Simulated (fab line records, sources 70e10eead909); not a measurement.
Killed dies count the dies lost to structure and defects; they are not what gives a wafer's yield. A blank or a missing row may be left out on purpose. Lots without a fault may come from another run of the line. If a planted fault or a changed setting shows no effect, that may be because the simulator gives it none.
fab line records	flow nandHarc
record lots=6	wafers=16	lastDay=33
route steps=1302 shown A_ONON_D1@424 END@1302
lots untouched by any fault: they come from a run of this same line in which no faults occurred
startH: hours from the record's opening day to when the first of the lot's shown wafers began	waitH: hours elapsed since this lot's preceding step	" repeats the value in the row above	L1.1+2: a single row standing in for several wafers	- no value present, or no start provided	* or withheld: withheld	< > ~ a bound
route shown NAME@n: NAME is a module with steps in the file, n the number in the route of the first one	usual: average and standard deviation across the fault-free wafers	same: alike in all rows	chamber/n: place in a boat	sites: per-site readings	_std_site: their standard deviation	_edge_site: outer sites' mean less inner sites'	radiusMm: how far each site lies from the wafer's centre	mask NAME#n: copy n	behind: the last tool/chamber to shape the wafer	hold: the reason the lot was held/the length of the hold in hours/how it ended	device: the transistor (n, p or np) that didn't switch	end of line: the tests these same wafers got at the end of their route	for a step that has no rows: nothing shown but its recipe	killed: at the first sort, the dies lost to defects and structure; wafer yield is something else	map: a wafer's dies, marking killed ones x, the rest . and places with no die _
set.NAME: the run value of the setting; set.NAME@STEP: its run value at that earlier step	model.NAME: the simulator's own value behind a step, which no gauge read
lots at some steps of the route; a table a step, a row a wafer
services: a tool's chamber out of use, with start hour (startH, from the record's first day; less than 0 if before it), hours out, and reason
## steps
# step NHARC_A_ONON_D1_DEP_00
# recipe targetThkA=10000	n2FlowSccm=2750	n2oFlowSccm=2000	nh3FlowSccm=500	sih4FlowSccm=210	tempC=400
# step NHARC_A_ONON_D1_THK_MEAS_02
# recipe thkMeasGauge=ellipsometry
# usual thkNm=999/10
lot.wafer	tool	chamber	startH	waitH	thkNm
L213.1	filmMetro-02	-	239.88	-	1002
L213.4	"	-	"	"	1001
L213.6	"	-	"	"	1001
L215.1	filmMetro-01	-	266.64	-	992
L215.2	"	-	"	"	992
L215.6	"	-	"	"	993
L220.3	filmMetro-01	-	305.11	-	989
L220.6	"	-	"	"	988
L219.3	filmMetro-02	-	308.85	-	993
L219.6	"	-	"	"	994
L221.1	filmMetro-02	-	328.50	-	998
L221.4	"	-	"	"	997
L221.5	"	-	"	"	995
L228.1	filmMetro-01	-	394.13	-	1005
L228.2	"	-	"	"	1002
L228.4	"	-	"	"	1000
# step NHARC_A_ONON_D1_DEP_03
# recipe targetThkA=10000	n2FlowSccm=2750	n2oFlowSccm=2000	nh3FlowSccm=500	sih4FlowSccm=210	tempC=400
# step NHARC_A_ONON_D1_THK_MEAS_05
# recipe thkMeasGauge=ellipsometry
# usual thkNm=1000/9.1
lot.wafer	tool	chamber	startH	waitH	thkNm
L213.1	filmMetro-02	-	240.58	-	997
L213.4	"	-	"	"	1000
L213.6	"	-	"	"	997
L215.1	filmMetro-02	-	267.21	-	986
L215.2	"	-	"	"	986
L215.6	"	-	"	"	986
L220.3	filmMetro-02	-	305.67	-	1007
L220.6	"	-	"	"	1005
L219.3	filmMetro-01	-	309.42	-	1006
L219.6	"	-	"	"	1006
L221.1	filmMetro-01	-	329.07	-	1010
L221.4	"	-	"	"	1009
L221.5	"	-	"	"	1009
L228.1	filmMetro-01	-	394.70	-	992
L228.2	"	-	"	"	992
L228.4	"	-	"	"	993
# step NHARC_A_ONON_D1_DEP_06
# recipe targetThkA=10000	n2FlowSccm=2750	n2oFlowSccm=2000	nh3FlowSccm=500	sih4FlowSccm=210	tempC=400
# step NHARC_A_ONON_D1_THK_MEAS_08
# recipe thkMeasGauge=ellipsometry
# usual thkNm=997/8.5
lot.wafer	tool	chamber	startH	waitH	thkNm
L213.1	filmMetro-02	-	241.16	-	1001
L213.4	"	-	"	"	1003
L213.6	"	-	"	"	1003
L215.1	filmMetro-01	-	267.77	-	989
L215.2	"	-	"	"	991
L215.6	"	-	"	"	989
L220.3	filmMetro-01	-	306.24	-	1002
L220.6	"	-	"	"	1001
L219.3	filmMetro-01	-	309.99	-	1001
L219.6	"	-	"	"	1003
L221.1	filmMetro-01	-	329.64	-	987
L221.4	"	-	"	"	988
L221.5	"	-	"	"	987
L228.1	filmMetro-02	-	395.27	-	982
L228.2	"	-	"	"	984
L228.4	"	-	"	"	983
# step NHARC_A_ONON_D1_DEP_09
# recipe targetThkA=10000	n2FlowSccm=2750	n2oFlowSccm=2000	nh3FlowSccm=500	sih4FlowSccm=210	tempC=400
# step NHARC_A_ONON_D1_THK_MEAS_11
# recipe thkMeasGauge=ellipsometry
# usual thkNm=1001/8.7
lot.wafer	tool	chamber	startH	waitH	thkNm
L213.1	filmMetro-01	-	241.72	-	1003
L213.4	"	-	"	"	1004
L213.6	"	-	"	"	1004
L215.1	filmMetro-02	-	268.34	-	1012
L215.2	"	-	"	"	1014
L215.6	"	-	"	"	1015
L220.3	filmMetro-01	-	306.81	-	1008
L220.6	"	-	"	"	1009
L219.3	filmMetro-02	-	310.55	-	1010
L219.6	"	-	"	"	1010
L221.1	filmMetro-01	-	330.20	-	1003
L221.4	"	-	"	"	1004
L221.5	"	-	"	"	1005
L228.1	filmMetro-01	-	395.83	-	997
L228.2	"	-	"	"	997
L228.4	"	-	"	"	998
# step NHARC_A_ONON_D1_DEP_12
# recipe targetThkA=10000	n2FlowSccm=2750	n2oFlowSccm=2000	nh3FlowSccm=500	sih4FlowSccm=210	tempC=400
# step NHARC_A_ONON_D1_THK_MEAS_14
# recipe thkMeasGauge=ellipsometry
# usual thkNm=1001/10
lot.wafer	tool	chamber	startH	waitH	thkNm
L213.1	filmMetro-01	-	242.29	-	983
L213.4	"	-	"	"	983
L213.6	"	-	"	"	984
L215.1	filmMetro-02	-	268.90	-	1005
L215.2	"	-	"	"	1006
L215.6	"	-	"	"	1006
L220.3	filmMetro-01	-	307.38	-	985
L220.6	"	-	"	"	984
L219.3	filmMetro-02	-	311.12	-	1003
L219.6	"	-	"	"	1003
L221.1	filmMetro-01	-	330.77	-	997
L221.4	"	-	"	"	996
L221.5	"	-	"	"	997
L228.1	filmMetro-01	-	396.40	-	1002
L228.2	"	-	"	"	1002
L228.4	"	-	"	"	1002
# step NHARC_A_ONON_D1_ANNEAL_15
# recipe tempC=750	timeS=3600
# step NHARC_A_ONON_D1_DEP_16
# recipe targetThkA=10000	n2FlowSccm=2750	n2oFlowSccm=2000	nh3FlowSccm=500	sih4FlowSccm=210	tempC=400
# usual susceptorTempC=400.03/0.24
lot.wafer	tool	chamber	startH	waitH	susceptorTempC
L213.1	pecvdOnon-02	0	249.53	0.1	399.78
L213.4	"	0	"	"	399.95
L213.6	"	0	"	"	399.60
L215.1	pecvdOnon-04	0	279.18	0.1	400.04
L215.2	"	0	"	"	400.27
L215.6	"	0	"	"	400.31
L220.3	pecvdOnon-02	0	318.87	0.2	399.85
L220.6	"	0	"	"	400.40
L219.3	pecvdOnon-02	0	319.22	0.5	400.09
L219.6	"	0	"	"	399.98
L221.1	pecvdOnon-01	0	338.07	0.1	399.87
L221.4	"	0	"	"	399.64
L221.5	"	0	"	"	399.71
L228.1	pecvdOnon-01	0	407.21	0.1	400.10
L228.2	"	0	"	"	400.07
L228.4	"	0	"	"	400.08
# step NHARC_A_ONON_D1_THK_MEAS_18
# recipe thkMeasGauge=ellipsometry
# usual thkNm=998/11
lot.wafer	tool	chamber	startH	waitH	hold	thkNm
L213.1	filmMetro-01	-	250.04	-	-	1014
L213.4	"	-	"	"	-	1014
L213.6	"	-	"	"	-	1016
L215.1	filmMetro-02	-	279.70	-	-	1010
L215.2	"	-	"	"	-	1011
L215.6	"	-	"	"	-	1012
L220.3	filmMetro-02	-	319.27	-	awaitDispo/0.2h/release	1556
L220.6	"	-	"	"	awaitDispo/0.2h/release	1556
L220.3	filmMetro-02	-	319.44	0.2	-	1558
L220.6	"	-	"	"	-	1555
L219.3	filmMetro-02	-	319.62	-	awaitDispo/0.2h/release	1534
L219.6	"	-	"	"	awaitDispo/0.2h/release	1533
L219.3	filmMetro-02	-	319.80	0.2	-	1530
L219.6	"	-	"	"	-	1532
L221.1	filmMetro-01	-	338.58	-	-	1002
L221.4	"	-	"	"	-	1001
L221.5	"	-	"	"	-	1000
L228.1	filmMetro-02	-	407.72	-	-	1006
L228.2	"	-	"	"	-	1004
L228.4	"	-	"	"	-	1006
# step NHARC_END_SORT_01
# recipe tempC=25
# usual killedAtArray=53/19	killedAtOther=0.7/1.1	killedAtPeriphery=4.2/2.7	killedDies=58/18	killedOpen=3.1/1.9	killedShort=2.5/1.6
# same grossDies=677
lot.wafer	tool	chamber	startH	waitH	hold	killedAtArray	killedAtOther	killedAtPeriphery	killedDies	killedOpen	killedShort
L213.1	prober-02	0	636.37	2.5	-	45	4	5	54	6	2
L213.4	prober-02	0	638.76	3.4	-	45	3	4	52	3	2
L213.6	prober-02	0	640.36	4.0	-	61	3	10	74	6	4
L220.3	prober-01	0	692.90	3.1	awaitDispo/1.5h/release	673	0	4	677	3	4
L220.6	prober-01	0	695.27	4.0	awaitDispo/1.5h/release	668	0	9	677	7	3
L219.3	prober-02	0	692.93	3.1	awaitDispo/5.7h/release	675	1	1	677	3	4
L219.6	prober-02	0	695.31	4.0	awaitDispo/5.7h/release	675	0	2	677	3	2
# killed by level:class
L213.1 A_CHANNEL_HOLE_D1:chamberFilmFlake=20 A_CHANNEL_HOLE_D2:chamberFilmFlake=17 THIN_TSV:chamberFilmFlake=4 A_CHANNEL_FILL_D2:geometricParticle:open=2 A_STAIRCASE:chamberFilmFlake=2 P_GATE:geometricParticle:open=1 P_M0:geometricParticle:open=1 P_M1:geometricParticle:open=1
L213.4 A_CHANNEL_HOLE_D1:chamberFilmFlake=27 A_CHANNEL_HOLE_D2:chamberFilmFlake=10 THIN_TSV:chamberFilmFlake=3 P_STI:chamberFilmFlake=2 P_CONTACT:geometricParticle:open=1 A_ONON_D1:geometricParticle:short=1 A_CHANNEL_FILL_D1:geometricParticle:open=1 A_CHANNEL_HOLE_D2:geometricParticle:short=1
L213.6 A_CHANNEL_HOLE_D1:chamberFilmFlake=35 A_CHANNEL_HOLE_D2:chamberFilmFlake=8 P_GATE:chamberFilmFlake=6 A_CONTACT:chamberFilmFlake=6 A_CHANNEL_FILL_D1:geometricParticle:short=3 THIN_TSV:chamberFilmFlake=3 P_ZERO_WELL:chamberFilmFlake=2 P_CONTACT:geometricParticle:open=1
L220.3 A_ONON_D1:areaDep=597 A_CHANNEL_HOLE_D1:chamberFilmFlake=30 A_SLIT:chamberFilmFlake=28 A_CONTACT:chamberFilmFlake=5 A_STAIRCASE:chamberFilmFlake=4 A_DECK1_JOINT:chamberFilmFlake=3 A_ONON_D1:geometricParticle:short=2 P_STI:geometricParticle:short=1
L219.3 A_ONON_D1:areaDep=634 A_CHANNEL_HOLE_D1:chamberFilmFlake=20 A_SLIT:chamberFilmFlake=4 A_STAIRCASE:chamberFilmFlake=3 A_WL_FILL:chamberFilmFlake=3 A_CONTACT:chamberFilmFlake=3 P_M0:geometricParticle:short=1 A_SOURCE_PLATE:geometricParticle:short=1
L220.6 A_ONON_D1:areaDep=586 A_CHANNEL_HOLE_D1:chamberFilmFlake=29 A_SLIT:chamberFilmFlake=28 A_CONTACT:chamberFilmFlake=9 P_STI:chamberFilmFlake=3 A_WL_FILL:chamberFilmFlake=3 P_GATE:geometricParticle:open=2 A_CHANNEL_HOLE_D2:chamberFilmFlake=2
L219.6 A_ONON_D1:areaDep=637 A_CHANNEL_HOLE_D1:chamberFilmFlake=18 A_SLIT:chamberFilmFlake=4 A_CONTACT:chamberFilmFlake=4 A_STAIRCASE:chamberFilmFlake=3 A_ZERO_WELL:chamberFilmFlake=2 P_M0:geometricParticle:short=1 A_CHANNEL_HOLE_D1:geometricParticle:short=1
# map L219.3 (x killed, . not)
____________x____________
_________xxxxxxx_________
_______xxxxxxxxxxx_______
______xxxxxxxxxxxxx______
_____xxxxxxxxxxxxxxx_____
____xxxxxxxxxxxxxxxxx____
____xxxxxxxxxxxxxxxxx____
___xxxxxxxxxxxxxxxxxxx___
___xxxxxxxxxxxxxxxxxxx___
__xxxxxxxxxxxxxxxxxxxxx__
__xxxxxxxxxxxxxxxxxxxxx__
_xxxxxxxxxxxxxxxxxxxxxxx_
_xxxxxxxxxxxxxxxxxxxxxxx_
_xxxxxxxxxxxxxxxxxxxxxxx_
_xxxxxxxxxxxxxxxxxxxxxxx_
_xxxxxxxxxxxxxxxxxxxxxxx_
xxxxxxxxxxxxxxxxxxxxxxxxx
xxxxxxxxxxxxxxxxxxxxxxxxx
xxxxxxxxxxxxxxxxxxxxxxxxx
xxxxxxxxxxxxxxxxxxxxxxxxx
xxxxxxxxxxxxxxxxxxxxxxxxx
_xxxxxxxxxxxxxxxxxxxxxxx_
_xxxxxxxxxxxxxxxxxxxxxxx_
_xxxxxxxxxxxxxxxxxxxxxxx_
_xxxxxxxxxxxxxxxxxxxxxxx_
_xxxxxxxxxxxxxxxxxxxxxxx_
__xxxxxxxxxxxxxxxxxxxxx__
__xxxxxxxxxxxxxxxxxxxxx__
___xxxxxxxxxxxxxxxxxxx___
___xxxxxxxxxxxxxxxxxxx___
____xxxxxxxxxxxxxxxxx____
____xxxxxxxxxxxxxxxxx____
_____xxxxxxxxxxxxxxx_____
______xxxxxxxxxxxxx______
_______xxxxxxxxxxx_______
_________xxxxxxx_________
____________x____________
# map L220.3 (x killed, . not)
____________x____________
_________xxxxxxx_________
_______xxxxxxxxxxx_______
______xxxxxxxxxxxxx______
_____xxxxxxxxxxxxxxx_____
____xxxxxxxxxxxxxxxxx____
____xxxxxxxxxxxxxxxxx____
___xxxxxxxxxxxxxxxxxxx___
___xxxxxxxxxxxxxxxxxxx___
__xxxxxxxxxxxxxxxxxxxxx__
__xxxxxxxxxxxxxxxxxxxxx__
_xxxxxxxxxxxxxxxxxxxxxxx_
_xxxxxxxxxxxxxxxxxxxxxxx_
_xxxxxxxxxxxxxxxxxxxxxxx_
_xxxxxxxxxxxxxxxxxxxxxxx_
_xxxxxxxxxxxxxxxxxxxxxxx_
xxxxxxxxxxxxxxxxxxxxxxxxx
xxxxxxxxxxxxxxxxxxxxxxxxx
xxxxxxxxxxxxxxxxxxxxxxxxx
xxxxxxxxxxxxxxxxxxxxxxxxx
xxxxxxxxxxxxxxxxxxxxxxxxx
_xxxxxxxxxxxxxxxxxxxxxxx_
_xxxxxxxxxxxxxxxxxxxxxxx_
_xxxxxxxxxxxxxxxxxxxxxxx_
_xxxxxxxxxxxxxxxxxxxxxxx_
_xxxxxxxxxxxxxxxxxxxxxxx_
__xxxxxxxxxxxxxxxxxxxxx__
__xxxxxxxxxxxxxxxxxxxxx__
___xxxxxxxxxxxxxxxxxxx___
___xxxxxxxxxxxxxxxxxxx___
____xxxxxxxxxxxxxxxxx____
____xxxxxxxxxxxxxxxxx____
_____xxxxxxxxxxxxxxx_____
______xxxxxxxxxxxxx______
_______xxxxxxxxxxx_______
_________xxxxxxx_________
____________x____________
## services
tool	chamber	startH	hours	kind
pecvdOnon-01	-	269.13	13.0	pm
pecvdOnon-04	-	311.00	13.0	pm
pecvdOnon-02	-	366.00	13.0	pm
pecvdOnon-02	-	403.79	2.7	repair
## key
firstSign step=NHARC_A_ONON_D1_THK_MEAS_18	reading=visit	direction=added
effect step=NHARC_A_ONON_D1_THK_MEAS_18	reading=thkNm	direction=up	sigmas=50	usual=998	struck=1545
effect step=NHARC_END_SORT_01	reading=killedDies	direction=up	sigmas=34	usual=58	struck=677
moreKillsBornAt NHARC_A_ONON_D1_DEP_16@pecvdOnon-02=2454
metAt NHARC_A_ONON_D1_DEP_16
struckWafers L219.3,L219.6,L220.3,L220.6
laterRowsLeftOut L219.3,L219.6,L220.3,L220.6
testerLeftOut L219,L220
fault kind=processParameterDrift	tool=pecvdOnon-02	chamber=-	onsetH=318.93	steps=NHARC_A_ONON_D1_DEP_16	channel=targetThkA	offset=*	shape=step	endH=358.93	scope=struckWafersOnly	actsIn=*	stated=*
# testerLeftOut: of these lots the tester's yield and bins aren't shown, on N5 and GAA mostly nor the transistor test; their killed dies are dies lost to structure and defects alone, not to doping, threshold or leakage, so they don't give the yield
# laterRowsLeftOut: the simulator's readings of these wafers behind a module that went badly wrong aren't trusted and aren't shown, but for the sort
